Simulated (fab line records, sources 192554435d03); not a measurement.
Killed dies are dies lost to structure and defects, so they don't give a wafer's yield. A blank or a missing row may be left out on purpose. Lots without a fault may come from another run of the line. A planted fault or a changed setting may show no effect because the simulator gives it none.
fab line records | flow n5_finfet | part 1 of 2: steps 1 to 4 of 6
record lots=20 wafers=60 last_day=18
route steps=1938 shown DUMMY_GATE@250 SPACER0@258 SD_EPI_P@310
lots that met no fault: from a run of the same line without faults
start_h: hours from the record's first day to the start of the lot's first wafer shown | wait_h: hours since the lot's step before | " the same as in the row above | L1.1+2: a row that stands for several wafers | - no value, or no start given | * or withheld: withheld | < > ~ a bound
route shown NAME@n: a module of which the file shows steps, and the number in the route of the first | usual: mean/standard deviation of fault-free wafers | same: alike in all rows | chamber/n: place in a boat | sites: the reading at each site | _std_site: their standard deviation | _edge_site: outer sites' mean less inner sites' | radius_mm: how far each site lies from the wafer's centre | mask NAME#n: copy n | behind: the tool/chamber that last shaped the wafer | hold: why the lot was held/for how many hours/how that ended | device: the transistor (n, p or np) that didn't switch | end of line: the same wafers' tests at the end of the route | a step without rows: its recipe alone | killed: dies lost to structure and defects at the first sort, not the wafer's yield | map: a wafer's dies, x killed, . not, _ none there
set.NAME: the setting as run; set.NAME@STEP: as run at that earlier step | model.NAME: the simulator's own value behind a step, which no gauge read
steps of the route over a sample of lots; a table a step, a row a wafer
services: from which hour (start_h, from the record's first day; less than 0 if before it) a tool's chamber was out of use, for how many hours, and why
## steps
# step N5_DUMMY_GATE_ETCH_42
# recipe chemistry=CHF3/O2 target=SiO2 target_depth_a=35 time_s=31 ion_energy_ev=30 bias_w=12 pressure_mtorr=30 source_w=600 Ar_flow_sccm=200 CHF3_flow_sccm=50 O2_flow_sccm=5
# usual drypump_motor_current_A=5.8/0.5 oes_product_au=0.77/0.074 rf_fwd_power_W=595.0/2 rf_vpp_V=42.7/1.4 showerhead_plenum_p_Torr=2.41/0.093 throttle_valve_pct=18.85/0.27
# columns lot.wafer tool chamber start_h wait_h drypump_motor_current_A oes_product_au rf_fwd_power_W rf_hours_counter_h rf_vpp_V showerhead_plenum_p_Torr throttle_valve_pct
L074.3 rie_diel-03 2 49.32 0.1 5.3 0.74 596.3 185 42.3 2.50 19.02
L074.5 " 0 " " 5.6 0.75 596.1 - 40.6 2.51 19.26
L074.6 " 1 " " 5.7 0.79 594.0 - 41.6 2.32 18.95
L075.2 rie_diel-01 2 55.84 0.1 5.7 0.74 594.5 196 44.7 2.38 19.13
L075.4 " 3 " " 6.6 0.75 592.4 - 44.8 2.53 18.99
L075.6 " 1 " " 6.6 0.73 595.4 - 40.4 2.31 18.49
L076.1 rie_diel-01 1 60.25 0.3 6.6 0.72 593.8 188 41.0 2.31 18.47
L076.4 " 1 " " 6.6 0.73 592.7 - 40.4 2.31 18.49
L076.5 " 2 " " 5.7 0.75 595.4 - 43.4 2.38 19.13
L077.1 rie_diel-02 2 65.32 0.0 5.6 0.75 594.2 184 42.6 2.28 18.61
L077.4 " 1 " " 6.2 0.76 599.8 158 42.7 2.43 18.77
L077.6 " 3 " " 5.5 0.96 591.9 - 41.4 2.58 18.56
L078.1 rie_diel-02 1 73.70 0.0 6.2 0.76 596.1 160 42.2 2.43 18.77
L078.5 " 1 " " 6.2 0.75 598.0 - 41.9 2.43 18.77
L078.6 " 2 " " 5.6 0.74 596.5 - 42.9 2.28 18.64
L079.1 rie_diel-03 0 77.44 0.0 5.6 0.75 594.1 189 43.0 2.51 19.29
L079.2 " 3 " " 5.1 0.76 593.8 168 42.9 2.38 18.81
L079.3 " 2 " " 5.3 0.73 591.7 197 41.4 2.50 19.05
L080.1 rie_diel-01 3 85.61 0.2 6.6 0.74 595.1 145 45.2 2.52 19.03
L080.3 " 1 " " 6.6 0.71 592.6 199 39.5 2.30 18.51
L080.6 " 1 " " 6.6 0.72 593.7 - 40.1 2.30 18.49
L081.1 rie_diel-01 3 90.50 0.0 6.6 0.75 593.3 146 44.3 2.52 19.04
L081.2 " 2 " " 5.7 0.73 597.4 211 43.7 2.38 19.15
L081.5 " 3 " " 6.6 0.75 592.8 - 46.3 2.52 19.02
L082.3 rie_diel-03 1 97.80 0.1 5.7 0.77 589.9 158 41.7 2.31 18.97
L082.4 " 0 " " 5.6 0.73 595.6 196 42.3 2.51 19.29
L082.6 " 3 " " 5.1 0.75 593.0 - 42.9 2.37 18.82
L084.2 rie_diel-02 1 107.86 0.1 6.2 0.74 592.8 171 42.2 2.42 18.78
L084.3 " 2 " " 5.6 0.73 593.1 198 42.4 2.28 18.66
L084.4 " 3 " " 5.5 0.92 591.1 24 41.1 2.57 18.60
L086.2 rie_diel-02 3 120.80 0.0 5.5 0.91 593.6 28 41.2 2.57 18.61
L086.3 " 2 " " 5.6 0.73 594.9 201 42.9 2.27 18.65
L086.5 " 0 " " 5.2 0.87 596.1 - 42.8 2.36 18.62
L088.2 rie_diel-01 2 133.37 0.1 5.7 0.72 596.9 221 43.5 2.37 19.17
L088.4 " 3 " " 6.6 0.74 596.5 155 44.1 2.52 19.04
L088.5 " 3 " " 6.6 0.74 594.2 - 44.5 2.52 19.03
L089.1 rie_diel-03 0 138.36 0.1 5.6 0.73 599.4 209 41.0 2.50 19.31
L089.5 " 2 " " 5.3 0.72 596.9 - 43.3 2.49 19.09
L089.6 " 3 " " 5.1 0.73 593.3 - 43.7 2.37 18.87
L090.3 rie_diel-03 0 144.83 0.0 5.7 0.73 597.2 210 42.5 2.50 19.31
L090.4 " 2 " " 5.3 0.71 596.8 218 43.0 2.49 19.09
L090.6 " 3 " " 5.1 0.74 596.2 - 43.2 2.37 18.84
L091.1 rie_diel-01 0 149.15 0.1 5.5 0.90 594.6 18 43.6 2.45 18.48
L091.5 " 1 " " 6.6 0.71 595.4 - 41.1 2.30 18.53
L091.6 " 0 " " 5.6 0.91 594.4 - 42.5 2.45 18.48
L092.1 rie_diel-02 1 155.30 0.0 6.2 0.74 598.3 185 42.7 2.42 18.80
L092.3 " 0 " " 5.3 0.85 599.1 29 42.3 2.36 18.61
L092.4 " 3 " " 5.5 0.88 594.4 39 42.4 2.57 18.62
L093.1 rie_diel-01 0 164.53 0.0 5.6 0.89 595.0 22 42.6 2.45 18.50
L093.4 " 2 " " 5.7 0.71 595.2 229 43.4 2.37 19.18
L093.6 " 2 " " 5.7 0.71 593.1 - 44.6 2.37 19.19
L095.3 rie_diel-01 2 176.00 0.0 5.7 0.71 594.1 232 44.2 2.37 19.19
L095.5 " 3 " " 6.6 0.73 594.7 - 44.1 2.51 19.07
L095.6 " 2 " " 5.7 0.71 598.1 - 44.6 2.37 19.18
L096.1 rie_diel-03 3 179.93 0.0 5.1 0.73 594.6 198 43.7 2.37 18.86
L096.4 " 1 " " 5.7 0.74 593.0 182 41.7 2.30 19.02
L096.5 " 2 " " 5.3 0.71 596.3 - 42.3 2.48 19.10
L097.1 rie_diel-01 0 186.50 0.0 5.5 0.89 595.7 28 40.9 2.45 18.50
L097.5 " 1 " " 6.6 0.70 596.2 - 40.5 2.29 18.54
L097.6 " 0 " " 5.6 0.88 597.9 - 44.2 2.45 18.50
# step N5_SPACER0_ALD_07
# recipe material=SiNx target_thk_a=20 temp_c=400 ald_precursor_family=SiH2I2 ald_co_reactant=N2/H2-plasma pressure_torr=2
# usual heater_power_outer_w=516/63 heater_power_w=838/110
# columns lot.wafer tool chamber start_h wait_h heater_power_outer_w heater_power_w
L074.3 ald_sin-03 3 49.97 0.0 430 674
L074.5 " 1 " " 447 737
L074.6 " 2 " " 616 1003
L075.2 ald_sin-03 3 56.20 0.0 425 689
L075.4 " 2 " " 613 1004
L075.6 " 3 " " 423 692
L076.1 ald_sin-02 0 60.58 0.0 505 714
L076.4 " 3 " " 506 897
L076.5 " 0 " " 521 724
L077.1 ald_sin-03 1 65.59 0.0 442 753
L077.4 " 3 " " 427 690
L077.6 " 0 " " 574 953
L078.1 ald_sin-02 2 73.97 0.0 553 909
L078.5 " 3 " " 501 853
L078.6 " 0 " " 500 715
L079.1 ald_sin-02 3 77.71 0.0 490 867
L079.2 " 1 " " 519 836
L079.3 " 0 " " 494 739
L080.1 ald_sin-02 2 85.88 0.0 563 875
L080.3 " 3 " " 507 869
L080.6 " 2 " " 569 903
L081.1 ald_sin-03 3 90.78 0.0 437 683
L081.2 " 2 " " 629 1021
L081.5 " 1 " " 440 733
L082.3 ald_sin-02 2 98.87 0.8 590 875
L082.4 " 3 " " 491 850
L082.6 " 2 " " 559 869
L084.2 ald_sin-01 3 108.13 0.0 453 730
L084.3 " 2 " " 573 971
L084.4 " 1 " " 474 726
L086.2 ald_sin-02 2 121.07 0.0 559 882
L086.3 " 0 " " 505 724
L086.5 " 3 " " 518 884
L088.2 ald_sin-03 1 133.65 0.0 444 756
L088.4 " 2 " " 626 1010
L088.5 " 2 " " 623 1021
L089.1 ald_sin-02 2 138.63 0.0 558 875
L089.5 " 0 " " 511 736
L089.6 " 2 " " 561 896
L090.3 ald_sin-03 2 145.10 0.0 627 1005
L090.4 " 3 " " 425 688
L090.6 " 2 " " 629 1024
L091.1 ald_sin-03 2 149.86 0.5 619 1017
L091.5 " 1 " " 438 730
L091.6 " 0 " " 558 936
L092.1 ald_sin-03 0 157.41 1.9 564 957
L092.3 " 1 " " 435 722
L092.4 " 2 " " 624 1020
L093.1 ald_sin-03 3 164.81 0.0 426 688
L093.4 " 2 " " 635 1034
L093.6 " 0 " " 564 954
L095.3 ald_sin-03 1 176.28 0.0 440 739
L095.5 " 3 " " 427 681
L095.6 " 0 " " 580 941
L096.1 ald_sin-02 3 180.53 0.4 492 864
L096.4 " 2 " " 555 878
L096.5 " 3 " " 499 861
L097.1 ald_sin-02 2 187.30 0.6 578 880
L097.5 " 1 " " 546 863
L097.6 " 2 " " 564 877
# step N5_SD_EPI_P_ETCHBACK_46
# recipe chemistry=CH3F/O2 mode=anisotropic_etchback target=SiNx target_depth_a=175 stop_on=SiO2 over_etch_frac=0.3 ion_energy_ev=120 pressure_mtorr=30 source_w=395 bias_w=73 Ar_flow_sccm=150 CH3F_flow_sccm=30 O2_flow_sccm=20
# usual CH3F_flow_sccm=30.00/0.08 drypump_motor_current_A=5.7/0.48 oes_product_au=0.67/0.068 rf_fwd_power_W=393.4/1.1 rf_vpp_V=298/11 showerhead_plenum_p_Torr=2.01/0.082 throttle_valve_pct=16.38/0.25
# columns lot.wafer tool chamber start_h wait_h CH3F_flow_sccm drypump_motor_current_A oes_product_au rf_fwd_power_W rf_hours_counter_h rf_vpp_V showerhead_plenum_p_Torr throttle_valve_pct
L074.3 rie_diel-01 3 56.45 0.0 29.99 6.6 0.64 393.3 131 319 2.10 16.54
L074.5 " 3 " " 30.03 6.6 0.65 392.3 - 320 2.10 16.55
L074.6 " 2 " " 29.96 5.7 0.63 392.1 - 314 1.99 16.75
L075.2 rie_diel-02 2 62.42 0.0 30.03 5.6 0.63 392.3 183 303 1.89 16.25
L075.4 " 0 " " 30.08 5.3 0.82 393.1 0 302 1.97 16.14
L075.6 " 2 " " 30.00 5.6 0.63 393.7 - 302 1.89 16.23
L076.1 rie_diel-01 2 66.28 0.0 29.99 5.7 0.63 393.5 202 314 1.98 16.78
L076.4 " 1 " " 29.93 6.6 0.62 393.0 - 278 1.91 16.08
L076.5 " 2 " " 29.95 5.7 0.63 391.1 - 316 1.98 16.77
L077.1 rie_diel-02 3 72.22 0.0 30.01 5.5 0.82 392.4 12 288 2.14 16.08
L077.4 " 1 " " 30.11 6.2 0.64 394.5 160 297 2.01 16.34
L077.6 " 0 " " 30.01 5.3 0.79 391.8 - 301 1.97 16.15
L078.1 rie_diel-02 1 82.07 0.0 30.09 6.2 0.65 392.8 163 295 2.01 16.35
L078.5 " 2 " " 29.94 5.6 0.63 395.7 - 303 1.89 16.25
L078.6 " 3 " " 29.78 5.5 0.80 393.3 - 289 2.14 16.09
L079.1 rie_diel-03 0 83.82 0.0 29.97 5.6 0.63 393.6 191 289 2.09 16.82
L079.2 " 2 " " 30.04 5.3 0.62 395.4 200 288 2.07 16.59
L079.3 " 3 " " 29.94 5.0 0.64 395.2 170 302 1.97 16.38
L080.1 rie_diel-03 0 91.75 0.0 29.90 5.6 0.63 393.8 194 289 2.08 16.85
L080.3 " 1 " " 29.95 5.7 0.66 394.1 156 294 1.92 16.50
L080.6 " 0 " " 30.04 5.7 0.63 393.5 - 290 2.08 16.84
L081.1 rie_diel-03 0 98.83 0.0 30.07 5.6 0.63 393.6 197 288 2.08 16.84
L081.2 " 1 " " 30.04 5.7 0.65 395.5 158 293 1.92 16.53
L081.5 " 2 " " 30.00 5.3 0.62 392.0 - 288 2.07 16.59
L082.3 rie_diel-01 3 105.28 0.0 30.03 6.6 0.64 394.4 149 322 2.10 16.59
L082.4 " 0 " " 30.12 5.5 0.80 393.5 7 299 2.04 16.02
L082.6 " 2 " " 29.98 5.7 0.62 393.4 - 315 1.98 16.80
L084.2 rie_diel-02 0 114.33 0.0 30.03 5.2 0.76 395.2 16 302 1.96 16.19
L084.3 " 3 " " 29.99 5.5 0.78 394.4 26 288 2.14 16.10
L084.4 " 2 " " 30.01 5.6 0.62 392.8 199 304 1.89 16.27
L086.2 rie_diel-03 1 126.85 0.0 29.97 5.7 0.64 392.7 166 294 1.91 16.55
L086.3 " 2 " " 30.11 5.3 0.61 392.4 213 288 2.06 16.60
L086.5 " 2 " " 30.00 5.3 0.61 394.2 - 289 2.06 16.59
L088.2 rie_diel-02 3 139.48 0.0 30.09 5.5 0.77 392.6 34 288 2.14 16.14
L088.4 " 1 " " 30.24 6.2 0.63 395.1 180 295 2.01 16.38
L088.5 " 1 " " 30.10 6.2 0.63 395.4 - 295 2.01 16.37
L089.1 rie_diel-02 3 145.15 0.0 29.95 5.5 0.77 392.0 36 289 2.14 16.13
L089.5 " 1 " " 30.09 6.2 0.63 393.9 - 295 2.01 16.37
L089.6 " 2 " " 29.67 5.6 0.62 393.9 - 303 1.88 16.28
L090.3 rie_diel-01 3 151.57 0.0 30.00 6.6 0.63 393.7 160 320 2.09 16.62
L090.4 " 2 " " 30.13 5.7 0.60 391.9 226 314 1.98 16.80
L090.6 " 0 " " 29.96 5.5 0.77 392.9 - 298 2.04 16.05
L091.1 rie_diel-01 3 157.59 0.0 30.09 6.6 0.63 392.6 162 321 2.09 16.61
L091.5 " 0 " " 29.88 5.6 0.77 394.4 - 297 2.04 16.04
L091.6 " 3 " " 30.12 6.6 0.63 394.8 - 321 2.09 16.62
L092.1 rie_diel-01 0 163.69 0.0 30.04 5.6 0.77 396.0 22 299 2.04 16.04
L092.3 " 3 " " 30.01 6.6 0.62 391.5 164 321 2.09 16.63
L092.4 " 2 " " 30.01 5.7 0.61 394.7 229 312 1.97 16.81
L093.1 rie_diel-02 3 171.15 0.0 29.99 5.5 0.76 391.5 44 287 2.13 16.14
L093.4 " 2 " " 30.03 5.6 0.61 391.2 217 302 1.88 16.29
L093.6 " 0 " " 30.20 5.3 0.73 394.3 - 300 1.96 16.23
L095.3 rie_diel-03 1 183.15 0.0 30.04 5.7 0.63 393.6 184 296 1.91 16.56
L095.5 " 0 " " 29.88 5.6 0.62 394.4 - 290 2.08 16.89
L095.6 " 1 " " 29.95 5.7 0.63 393.1 - 295 1.91 16.55
L096.1 rie_diel-02 0 186.48 0.0 30.03 5.3 0.72 393.6 39 300 1.96 16.23
L096.4 " 1 " " 29.96 6.3 0.62 392.7 194 296 2.00 16.40
L096.5 " 0 " " 29.96 5.3 0.73 394.8 - 301 1.96 16.22
L097.1 rie_diel-02 0 193.83 0.0 29.85 5.2 0.72 393.2 42 302 1.96 16.23
L097.5 " 0 " " 30.06 5.2 0.72 392.4 - 301 1.96 16.23
L097.6 " 3 " " 30.09 5.5 0.75 394.4 - 289 2.13 16.17
# step N5_SD_EPI_P_ETCH_16
# recipe chemistry=CHF3/O2 target=SiO2 target_depth_a=50 mask_material=SOC pressure_mtorr=30 source_w=650 bias_w=170 Ar_flow_sccm=200 CHF3_flow_sccm=50 O2_flow_sccm=5 ion_energy_ev=200
# usual drypump_motor_current_A=5.7/0.48 oes_product_au=0.78/0.074 rf_fwd_power_W=643.5/2 rf_vpp_V=525/20 showerhead_plenum_p_Torr=2.41/0.096 throttle_valve_pct=18.92/0.25
# columns lot.wafer tool chamber start_h wait_h drypump_motor_current_A oes_product_au rf_fwd_power_W rf_hours_counter_h rf_vpp_V showerhead_plenum_p_Torr throttle_valve_pct
L074.3 rie_diel-01 3 56.65 0.1 6.6 0.76 640.9 131 565 2.53 19.10
L074.5 " 3 " " 6.6 0.76 643.5 - 567 2.52 19.11
L074.6 " 2 " " 5.7 0.75 645.5 - 553 2.38 19.25
L075.2 rie_diel-02 2 62.62 0.1 5.6 0.75 641.5 183 537 2.28 18.76
L075.4 " 0 " " 5.3 0.94 645.1 0 531 2.37 18.70
L075.6 " 2 " " 5.6 0.76 642.3 - 536 2.28 18.74
L076.1 rie_diel-01 2 66.48 0.1 5.7 0.75 642.5 202 553 2.38 19.24
L076.4 " 1 " " 6.6 0.72 643.5 - 488 2.31 18.62
L076.5 " 2 " " 5.7 0.74 647.7 - 553 2.38 19.25
L077.1 rie_diel-02 3 72.42 0.1 5.5 0.94 646.6 12 509 2.58 18.68
L077.4 " 1 " " 6.2 0.76 644.5 160 521 2.43 18.88
L077.6 " 0 " " 5.2 0.91 644.1 - 531 2.37 18.69
L078.1 rie_diel-02 1 82.27 0.1 6.2 0.75 642.2 163 523 2.42 18.88
L078.5 " 2 " " 5.5 0.75 645.7 - 535 2.28 18.75
L078.6 " 3 " " 5.5 0.92 642.3 - 508 2.58 18.69
L079.1 rie_diel-03 0 84.02 0.1 5.7 0.73 646.7 191 508 2.51 19.38
L079.2 " 2 " " 5.3 0.71 644.5 200 509 2.49 19.15
L079.3 " 3 " " 5.1 0.75 641.2 170 533 2.38 18.92
L080.1 rie_diel-03 0 91.95 0.1 5.6 0.73 642.5 194 509 2.51 19.40
L080.3 " 1 " " 5.7 0.77 639.8 156 518 2.31 19.09
L080.6 " 0 " " 5.6 0.73 643.9 - 509 2.51 19.41
L081.1 rie_diel-03 0 99.03 0.1 5.6 0.73 643.7 197 509 2.51 19.39
L081.2 " 1 " " 5.7 0.77 641.0 158 520 2.31 19.08
L081.5 " 2 " " 5.3 0.73 643.7 - 510 2.49 19.17
L082.3 rie_diel-01 3 105.48 0.1 6.6 0.75 642.4 149 565 2.52 19.16
L082.4 " 0 " " 5.6 0.94 640.3 7 524 2.46 18.57
L082.6 " 2 " " 5.7 0.74 644.8 - 553 2.38 19.26
L084.2 rie_diel-02 0 114.53 0.1 5.3 0.88 644.1 16 532 2.36 18.74
L084.3 " 3 " " 5.5 0.90 642.6 26 508 2.57 18.71
L084.4 " 2 " " 5.6 0.74 642.5 199 534 2.27 18.76
L086.2 rie_diel-03 1 127.05 0.1 5.7 0.76 641.8 167 520 2.31 19.10
L086.3 " 2 " " 5.3 0.71 643.8 213 510 2.49 19.19
L086.5 " 2 " " 5.3 0.71 645.0 - 509 2.49 19.17
L088.2 rie_diel-02 3 139.68 0.1 5.5 0.88 643.1 34 509 2.57 18.73
L088.4 " 1 " " 6.2 0.74 643.1 180 522 2.42 18.92
L088.5 " 1 " " 6.2 0.74 642.0 - 523 2.42 18.91
L089.1 rie_diel-02 3 145.35 0.1 5.5 0.88 642.5 36 507 2.57 18.73
L089.5 " 1 " " 6.3 0.74 645.3 - 521 2.42 18.92
L089.6 " 2 " " 5.6 0.72 644.1 - 534 2.27 18.79
L090.3 rie_diel-01 3 151.77 0.1 6.6 0.75 644.3 160 566 2.51 19.15
L090.4 " 2 " " 5.7 0.72 642.9 226 552 2.37 19.30
L090.6 " 0 " " 5.5 0.91 646.3 - 526 2.45 18.58
L091.1 rie_diel-01 3 157.79 0.1 6.6 0.74 644.0 162 566 2.51 19.17
L091.5 " 0 " " 5.5 0.90 644.5 - 526 2.45 18.58
L091.6 " 3 " " 6.6 0.74 644.1 - 566 2.51 19.18
L092.1 rie_diel-01 0 163.89 0.1 5.6 0.90 649.5 22 525 2.45 18.61
L092.3 " 3 " " 6.6 0.74 645.7 164 565 2.51 19.16
L092.4 " 2 " " 5.7 0.72 644.7 229 552 2.37 19.30
L093.1 rie_diel-02 3 171.35 0.1 5.5 0.87 642.4 44 508 2.57 18.73
L093.4 " 2 " " 5.6 0.72 645.1 217 535 2.27 18.81
L093.6 " 0 " " 5.3 0.84 641.4 - 530 2.35 18.73
L095.3 rie_diel-03 1 183.35 0.1 5.7 0.76 642.3 184 518 2.30 19.12
L095.5 " 0 " " 5.7 0.71 642.2 - 509 2.50 19.44
L095.6 " 1 " " 5.7 0.75 642.8 - 519 2.30 19.13
L096.1 rie_diel-02 0 186.68 0.1 5.2 0.83 643.6 39 531 2.35 18.77
L096.4 " 1 " " 6.2 0.74 647.2 194 522 2.41 18.92
L096.5 " 0 " " 5.2 0.85 645.2 - 530 2.35 18.77
L097.1 rie_diel-02 0 194.03 0.1 5.2 0.85 642.9 42 531 2.35 18.77
L097.5 " 0 " " 5.2 0.83 646.8 - 531 2.35 18.76
L097.6 " 3 " " 5.5 0.87 641.0 - 508 2.56 18.75
